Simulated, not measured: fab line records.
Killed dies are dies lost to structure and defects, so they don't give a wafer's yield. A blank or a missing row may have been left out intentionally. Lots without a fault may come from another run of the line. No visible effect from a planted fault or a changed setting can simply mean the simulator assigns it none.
Matching of chambers + flow nand_harc + rie_si-01 running NHARC_A_WL_FILL_ETCHBACK_26: 4 sister chambers
The step etches the open film in HBr, target depth 52 nm, time 13.3 s. 14 wafers are shown with their chamber, then 6 later ones without.

== EACH WAFER AND ITS CHAMBER ==
| wafer  | chamber | oes_product_au (a.u.) | run_length_s (s) | throttle_valve_pct (%) |
|--------|---------|-----------------------|------------------|------------------------|
| L873.2 | 0       | 1.002                 | 34.7             | 23.279                 |
| L873.5 | 3       | 0.991                 | 34.2             | 23.269                 |
| L873.6 | 2       | 0.998                 | 34.3             | 23.270                 |
| L876.1 | 2       | 0.998                 | 34.7             | 23.280                 |
| L876.3 | 1       | 1.012                 | 34.7             | 23.273                 |
| L876.6 | 1       | 1.011                 | 34.6             | 23.274                 |
| L878.1 | 3       | 0.994                 | 34.4             | 23.275                 |
| L878.3 | 1       | 1.013                 | 34.7             | 23.266                 |
| L878.5 | 2       | 1.009                 | 34.5             | 23.280                 |
| L879.3 | 1       | 1.001                 | 34.8             | 23.277                 |
| L879.4 | 0       | 0.989                 | 34.2             | 23.272                 |
| L879.5 | 3       | 0.997                 | 34.8             | 23.256                 |
| L883.5 | 2       | 1.008                 | 34.7             | 23.266                 |
| L883.6 | 3       | 0.999                 | 34.3             | 23.274                 |

SIGNATURES, as means of the wafers listed above
| reading            | chamber 0 | chamber 1 | chamber 2 | chamber 3 | scatter within a chamber |
|--------------------|-----------|-----------|-----------|-----------|--------------------------|
| oes_product_au     | 0.99550   | 1.00925   | 1.00325   | 0.99525   | 0.0057                   |
| run_length_s       | 34.450    | 34.700    | 34.550    | 34.425    | 0.215                    |
| throttle_valve_pct | 23.27550  | 23.27250  | 23.27400  | 23.26850  | 0.00686                  |
Rule: distance of a wafer from a chamber = root of the sum over the readings of ((wafer's reading minus chamber's mean) / reading's scatter) squared. The wafer belongs to the nearest chamber; if the next one is less than 2 further off, it can't be placed. The scatter: the root of (the sum of the squares of (reading less its chamber's mean) over the shown wafers, divided by (wafers less chambers)).

== WAFERS WITH NO CHAMBER GIVEN ==
| wafer  | oes_product_au (a.u.) | run_length_s (s) | throttle_valve_pct (%) |
|--------|-----------------------|------------------|------------------------|
| L893.2 | 1.003                 | 34.5             | 23.258                 |
| L893.4 | 1.007                 | 34.3             | 23.264                 |
| L893.6 | 1.007                 | 34.6             | 23.275                 |
| L896.1 | 1.008                 | 34.2             | 23.276                 |
| L896.2 | 1.016                 | 34.5             | 23.264                 |
| L896.3 | 0.996                 | 34.7             | 23.271                 |

== WHICH CHAMBER EACH ONE RAN IN ==
| wafer  | from the rows above               | in truth |
|--------|-----------------------------------|----------|
| L893.2 | can't be placed: 3 or 2 or 1 or 0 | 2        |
| L893.4 | can't be placed: 2 or 3 or 1 or 0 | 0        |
| L893.6 | can't be placed: 1 or 2 or 0 or 3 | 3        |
| L896.1 | can't be placed: 2 or 1 or 0 or 3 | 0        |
| L896.2 | can't be placed: 1 or 2 or 3      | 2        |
| L896.3 | can't be placed: 3 or 0 or 2 or 1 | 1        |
Correctly placed: 0 of 6. Cannot be placed on the basis of these rows: 6; the candidates contain the true chamber in 6. Wrongly placed: 0.
